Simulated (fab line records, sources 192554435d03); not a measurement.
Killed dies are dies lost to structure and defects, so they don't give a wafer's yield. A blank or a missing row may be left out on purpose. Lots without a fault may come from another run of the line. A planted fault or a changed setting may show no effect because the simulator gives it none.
fab line records | flow n5_finfet | part 2 of 2: steps 5 to 6 of 6
record lots=21 wafers=63 last_day=18
route steps=1938 shown BEOL_M12@1652 BEOL_M13@1692 BEOL_M14@1749
lots that met no fault: from a run of the same line without faults
start_h: hours from the record's first day to the start of the lot's first wafer shown | wait_h: hours since the lot's step before | " the same as in the row above | L1.1+2: a row that stands for several wafers | - no value, or no start given | * or withheld: withheld | < > ~ a bound
route shown NAME@n: a module of which the file shows steps, and the number in the route of the first | usual: mean/standard deviation of fault-free wafers | same: alike in all rows | chamber/n: place in a boat | sites: the reading at each site | _std_site: their standard deviation | _edge_site: outer sites' mean less inner sites' | radius_mm: how far each site lies from the wafer's centre | mask NAME#n: copy n | behind: the tool/chamber that last shaped the wafer | hold: why the lot was held/for how many hours/how that ended | device: the transistor (n, p or np) that didn't switch | end of line: the same wafers' tests at the end of the route | a step without rows: its recipe alone | killed: dies lost to structure and defects at the first sort, not the wafer's yield | map: a wafer's dies, x killed, . not, _ none there
set.NAME: the setting as run; set.NAME@STEP: as run at that earlier step | model.NAME: the simulator's own value behind a step, which no gauge read
steps of the route over a sample of lots; a table a step, a row a wafer
services: from which hour (start_h, from the record's first day; less than 0 if before it) a tool's chamber was out of use, for how many hours, and why
## steps
# step N5_BEOL_M14_DESCUM_33
# recipe chemistry=O2 time_s=7.9 source_power_w=50 bias_power_w=20 pressure_mtorr=20 rf_frequency_hz=2.712e+07 temp_c=40 o2_flow_sccm=225
# usual bias_power_w=20.01/0.072 drypump_motor_current_A=5.6/0.48 oes_product_au=0.81/0.071 rf_vpp_V=242.9/1.4 showerhead_plenum_p_Torr=2.08/0.062 throttle_valve_pct=20.37/0.24
# columns lot.wafer tool chamber start_h wait_h bias_power_w drypump_motor_current_A oes_product_au rf_hours_counter_h rf_vpp_V showerhead_plenum_p_Torr throttle_valve_pct
L075.1 rie_diel-03 3 250.80 0.0 19.94 5.1 0.71 176 242.1 2.15 20.32
L075.4 " 2 " " 20.05 5.9 0.69 250 243.9 2.07 20.55
L075.6 " 0 " " 19.95 6.1 0.86 - 241.6 2.05 20.73
L076.2 rie_diel-03 0 256.39 0.1 20.10 6.1 0.86 51 242.0 2.05 20.76
L076.3 " 3 " " 20.00 5.1 0.70 179 244.6 2.15 20.32
L076.5 " 3 " " 19.98 5.1 0.71 - 244.8 2.15 20.33
L077.2 rie_diel-03 0 256.97 0.3 20.06 6.1 0.86 52 241.5 2.05 20.77
L077.4 " 0 " " 19.98 6.1 0.86 - 243.0 2.05 20.77
L077.5 " 1 " " 20.07 5.3 0.78 - 241.5 2.04 20.31
L078.2 rie_diel-04 3 281.95 0.2 19.97 6.2 0.85 41 241.2 2.05 20.14
L078.5 " 3 " " 19.94 6.2 0.85 - 243.1 2.04 20.14
L078.6 " 2 " " 20.03 5.1 0.87 - 241.5 2.05 20.36
L079.2 rie_diel-04 3 282.53 0.6 19.97 6.2 0.85 41 243.1 2.04 20.14
L079.4 " 2 " " 20.03 5.1 0.86 52 242.3 2.05 20.36
L079.6 " 2 " " 20.06 5.1 0.87 - 241.2 2.05 20.38
L081.3 rie_diel-02 1 288.41 0.1 19.98 6.4 0.89 40 242.0 2.04 19.87
L081.5 " 3 " " 20.12 5.3 0.86 - 244.5 2.22 20.34
L081.6 " 1 " " 20.01 6.4 0.89 - 240.5 2.04 19.87
L082.1 rie_diel-03 3 297.49 0.1 20.07 5.1 0.69 193 243.7 2.14 20.35
L082.2 " 1 " " 20.05 5.3 0.77 115 240.8 2.04 20.34
L082.3 " 2 " " 20.01 5.9 0.93 9 242.3 2.07 20.21
L080.4 rie_diel-03 0 305.11 0.1 19.99 6.1 0.83 69 240.6 2.04 20.79
L080.5 " 2 " " 20.16 5.9 0.91 - 242.2 2.07 20.22
L080.6 " 3 " " 20.07 5.2 0.69 - 245.0 2.14 20.37
L083.1 rie_diel-03 2 308.60 0.3 19.91 5.9 0.92 14 241.5 2.07 20.20
L083.3 " 1 " " 20.03 5.3 0.77 120 241.3 2.04 20.35
L083.4 " 3 " " 20.01 5.2 0.70 198 245.5 2.14 20.35
L086.1 rie_diel-03 2 313.24 0.0 19.94 5.9 0.90 16 242.1 2.06 20.22
L086.2 " 0 " " 19.94 6.1 0.83 73 242.1 2.04 20.78
L086.4 " 1 " " 20.03 5.3 0.78 122 242.2 2.04 20.35
L085.2 rie_diel-03 0 317.89 0.0 20.12 6.1 0.83 76 242.6 2.04 20.81
L085.4 " 2 " " 20.03 5.9 0.91 18 241.2 2.06 20.22
L085.6 " 0 " " 20.18 6.1 0.82 - 241.8 2.04 20.79
L084.3 rie_diel-02 1 318.92 0.0 20.05 6.4 0.88 51 242.4 2.04 19.89
L084.4 " 2 " " 20.00 5.1 0.79 112 241.9 2.03 20.41
L084.6 " 0 " " 20.00 5.1 0.92 - 245.2 2.22 20.42
L087.1 rie_diel-03 0 325.49 0.1 19.98 6.1 0.82 79 243.6 2.04 20.80
L087.3 " 2 " " 20.01 5.9 0.90 20 240.5 2.06 20.23
L087.6 " 2 " " 20.08 5.9 0.89 - 242.0 2.06 20.23
L088.2 rie_diel-04 3 325.62 0.1 20.00 6.1 0.83 60 242.9 2.04 20.18
L088.3 " 2 " " 20.02 5.1 0.84 71 242.4 2.04 20.39
L088.6 " 3 " " 19.93 6.2 0.83 - 242.5 2.04 20.17
L089.1 rie_diel-02 3 337.83 0.1 19.95 5.3 0.84 85 244.4 2.21 20.37
L089.2 " 1 " " 20.10 6.4 0.87 58 242.4 2.03 19.89
L089.3 " 0 " " 19.91 5.1 0.91 13 244.6 2.22 20.41
L090.1 rie_diel-03 0 341.33 0.0 19.98 6.1 0.81 85 241.8 2.04 20.80
L090.2 " 2 " " 19.98 5.9 0.89 26 242.6 2.06 20.23
L090.3 " 1 " " 19.95 5.3 0.76 134 242.2 2.03 20.36
L092.4 rie_diel-03 0 347.12 0.3 20.05 6.1 0.81 87 241.8 2.04 20.81
L092.5 " 1 " " 19.96 5.3 0.75 - 241.9 2.03 20.38
L092.6 " 2 " " 19.90 5.8 0.88 - 241.8 2.06 20.23
L093.1 rie_diel-02 0 359.16 0.0 20.13 5.1 0.90 20 247.3 2.21 20.43
L093.5 " 0 " " 20.15 5.1 0.89 - 245.3 2.21 20.42
L093.6 " 1 " " 19.91 6.4 0.86 - 241.6 2.03 19.90
L094.3 rie_diel-04 1 368.55 0.1 20.07 6.0 0.92 14 243.2 2.14 20.39
L094.4 " 0 " " 19.83 5.0 0.85 54 241.6 2.02 20.27
L094.6 " 0 " " 19.88 5.0 0.84 - 243.0 2.02 20.27
L096.1 rie_diel-03 0 384.12 0.0 20.08 6.1 0.80 100 243.5 2.03 20.82
L096.4 " 2 " " 20.00 5.9 0.86 - 242.3 2.06 20.25
L096.6 " 0 " " 20.14 6.1 0.80 - 241.0 2.03 20.83
L097.1 rie_diel-02 0 403.68 0.1 19.99 5.1 0.86 39 245.0 2.21 20.45
L097.2 " 1 " " 19.96 6.4 0.83 85 243.1 2.03 19.93
L097.4 " 3 " " 19.98 5.3 0.82 - 246.1 2.21 20.40
# step N5_BEOL_M14_ETCH_68
# recipe chemistry=N2/H2 target=SOC mask_material=SiARC source_w=3000 bias_w=350 temp_c=40 time_s=450 ion_energy_ev=200 pressure_mtorr=30 n2_flow_sccm=200 h2_flow_sccm=200
# usual drypump_motor_current_A=5.6/0.48 n2_flow_sccm=200.0/0.58 oes_product_au=0.82/0.071 rf_vpp_V=523.4/2.5 showerhead_plenum_p_Torr=2.53/0.085 throttle_valve_pct=17.69/0.26
# columns lot.wafer tool chamber start_h wait_h drypump_motor_current_A n2_flow_sccm oes_product_au rf_hours_counter_h rf_vpp_V showerhead_plenum_p_Torr throttle_valve_pct
L075.1 rie_diel-03 3 250.99 0.1 5.2 200.4 0.71 176 526.4 2.65 17.89
L075.4 " 2 " " 5.9 200.1 0.68 250 522.8 2.50 17.96
L075.6 " 0 " " 6.1 198.8 0.85 - 521.4 2.48 17.99
L076.2 rie_diel-03 0 256.57 0.1 6.2 199.5 0.85 52 520.2 2.48 17.99
L076.3 " 3 " " 5.2 199.8 0.70 179 526.7 2.65 17.91
L076.5 " 3 " " 5.2 199.6 0.71 - 525.5 2.65 17.89
L077.2 rie_diel-03 0 257.15 0.1 6.1 200.1 0.86 52 523.6 2.48 17.96
L077.4 " 0 " " 6.1 199.6 0.86 - 521.6 2.48 17.99
L077.5 " 1 " " 5.3 199.3 0.79 - 520.7 2.45 17.44
L078.2 rie_diel-04 3 282.13 0.1 6.1 199.8 0.86 41 522.3 2.48 17.37
L078.5 " 3 " " 6.2 199.2 0.85 - 521.5 2.48 17.39
L078.6 " 2 " " 5.1 199.8 0.87 - 523.4 2.48 17.61
L079.2 rie_diel-04 3 282.71 0.1 6.2 200.4 0.86 42 520.7 2.48 17.39
L079.4 " 2 " " 5.1 200.1 0.87 53 521.5 2.48 17.60
L079.6 " 2 " " 5.1 200.9 0.86 - 522.8 2.48 17.61
L081.3 rie_diel-02 1 288.59 0.1 6.4 200.0 0.89 40 521.3 2.48 17.16
L081.5 " 3 " " 5.3 200.2 0.87 - 527.1 2.67 17.48
L081.6 " 1 " " 6.4 200.2 0.88 - 522.6 2.48 17.18
L082.1 rie_diel-03 3 297.67 0.1 5.2 200.2 0.69 193 526.3 2.64 17.92
L082.2 " 1 " " 5.3 199.2 0.78 115 522.1 2.44 17.46
L082.3 " 2 " " 5.9 200.1 0.93 9 522.0 2.50 17.56
L080.4 rie_diel-03 0 305.29 0.1 6.1 200.4 0.83 69 523.2 2.47 18.01
L080.5 " 2 " " 5.9 199.5 0.92 - 522.7 2.50 17.57
L080.6 " 3 " " 5.2 199.8 0.69 - 526.2 2.64 17.93
L083.1 rie_diel-03 2 308.78 0.1 5.9 199.5 0.91 14 522.1 2.50 17.57
L083.3 " 1 " " 5.3 200.0 0.77 120 522.7 2.44 17.45
L083.4 " 3 " " 5.2 200.1 0.69 198 526.8 2.64 17.93
L086.1 rie_diel-03 2 313.43 0.1 5.9 199.6 0.91 16 522.5 2.50 17.56
L086.2 " 0 " " 6.1 199.9 0.82 74 521.8 2.47 18.01
L086.4 " 1 " " 5.3 198.8 0.78 123 523.1 2.44 17.48
L085.2 rie_diel-03 0 318.07 0.1 6.1 199.3 0.82 76 522.7 2.47 18.01
L085.4 " 2 " " 5.9 201.4 0.91 18 523.0 2.50 17.58
L085.6 " 0 " " 6.1 199.6 0.83 - 521.5 2.47 18.04
L084.3 rie_diel-02 1 319.10 0.1 6.4 199.5 0.87 51 521.5 2.48 17.19
L084.4 " 2 " " 5.1 200.4 0.79 112 520.6 2.47 17.81
L084.6 " 0 " " 5.1 199.9 0.92 - 527.6 2.70 17.67
L087.1 rie_diel-03 0 325.67 0.1 6.1 199.4 0.82 79 522.6 2.47 18.01
L087.3 " 2 " " 5.8 199.8 0.91 21 522.9 2.50 17.59
L087.6 " 2 " " 5.9 200.5 0.91 - 522.5 2.50 17.57
L088.2 rie_diel-04 3 325.80 0.1 6.2 199.6 0.83 60 524.4 2.48 17.43
L088.3 " 2 " " 5.1 199.7 0.84 71 520.8 2.47 17.62
L088.6 " 3 " " 6.2 199.7 0.82 - 521.0 2.48 17.42
L089.1 rie_diel-02 3 338.01 0.1 5.3 199.7 0.84 85 526.4 2.66 17.50
L089.2 " 1 " " 6.4 200.0 0.87 58 522.3 2.47 17.22
L089.3 " 0 " " 5.1 200.8 0.92 13 527.4 2.70 17.68
L090.1 rie_diel-03 0 341.51 0.1 6.1 199.0 0.80 85 521.1 2.47 18.03
L090.2 " 2 " " 5.9 199.7 0.88 26 522.7 2.49 17.59
L090.3 " 1 " " 5.3 199.8 0.77 134 521.1 2.44 17.49
L092.4 rie_diel-03 0 347.30 0.1 6.2 200.2 0.82 87 520.6 2.47 18.04
L092.5 " 1 " " 5.3 200.4 0.76 - 520.2 2.44 17.49
L092.6 " 2 " " 5.9 199.2 0.89 - 522.1 2.49 17.59
L093.1 rie_diel-02 0 359.34 0.1 5.1 199.2 0.89 21 528.2 2.70 17.71
L093.5 " 0 " " 5.1 199.9 0.89 - 528.7 2.70 17.71
L093.6 " 1 " " 6.4 199.9 0.85 - 521.2 2.47 17.22
L094.3 rie_diel-04 1 368.73 0.1 6.0 200.5 0.92 15 524.5 2.59 17.72
L094.4 " 0 " " 5.0 199.7 0.85 54 521.7 2.50 17.97
L094.6 " 0 " " 5.0 200.0 0.85 - 522.4 2.50 17.96
L096.1 rie_diel-03 0 384.30 0.1 6.1 200.1 0.81 100 521.5 2.46 18.06
L096.4 " 2 " " 5.9 199.9 0.87 - 522.1 2.49 17.61
L096.6 " 0 " " 6.1 199.5 0.80 - 521.0 2.46 18.05
L097.1 rie_diel-02 0 403.87 0.1 5.1 200.2 0.86 40 527.6 2.69 17.73
L097.2 " 1 " " 6.4 199.6 0.83 85 522.3 2.46 17.26
L097.4 " 3 " " 5.3 199.9 0.81 - 527.2 2.66 17.56
## services
# columns tool chamber start_h hours kind
rie_diel-03 0 222.41 3.9 repair
rie_diel-01 1 239.29 - clean
rie_diel-01 1 239.29 - consumable_replace:focus_ring
rie_diel-01 1 239.29 17.8 scheduled_down
rie_diel-04 0 244.97 22.3 repair
rie_diel-03 2 251.38 - clean
rie_diel-03 2 251.38 - consumable_replace:focus_ring
rie_diel-06 0 274.36 3.1 repair
rie_diel-02 3 277.74 6.1 repair
rie_diel-06 3 294.02 4.3 repair
rie_diel-05 3 300.48 - clean
rie_diel-05 3 300.48 - consumable_replace:focus_ring
rie_diel-05 3 300.48 12.2 scheduled_down
rie_diel-05 3 300.48 12.2 vent_cycle
rie_diel-02 - 307.01 4.3 pm
rie_diel-02 0 321.23 8.0 repair
rie_diel-06 - 331.77 14.6 pm
rie_diel-03 3 348.19 4.0 repair
rie_diel-03 1 368.65 27.6 repair
rie_diel-02 3 373.97 29.1 repair
rie_diel-06 2 387.27 - clean
rie_diel-06 2 387.27 - consumable_replace:focus_ring
rie_diel-06 2 387.27 21.7 scheduled_down
rie_diel-06 2 387.27 21.7 vent_cycle
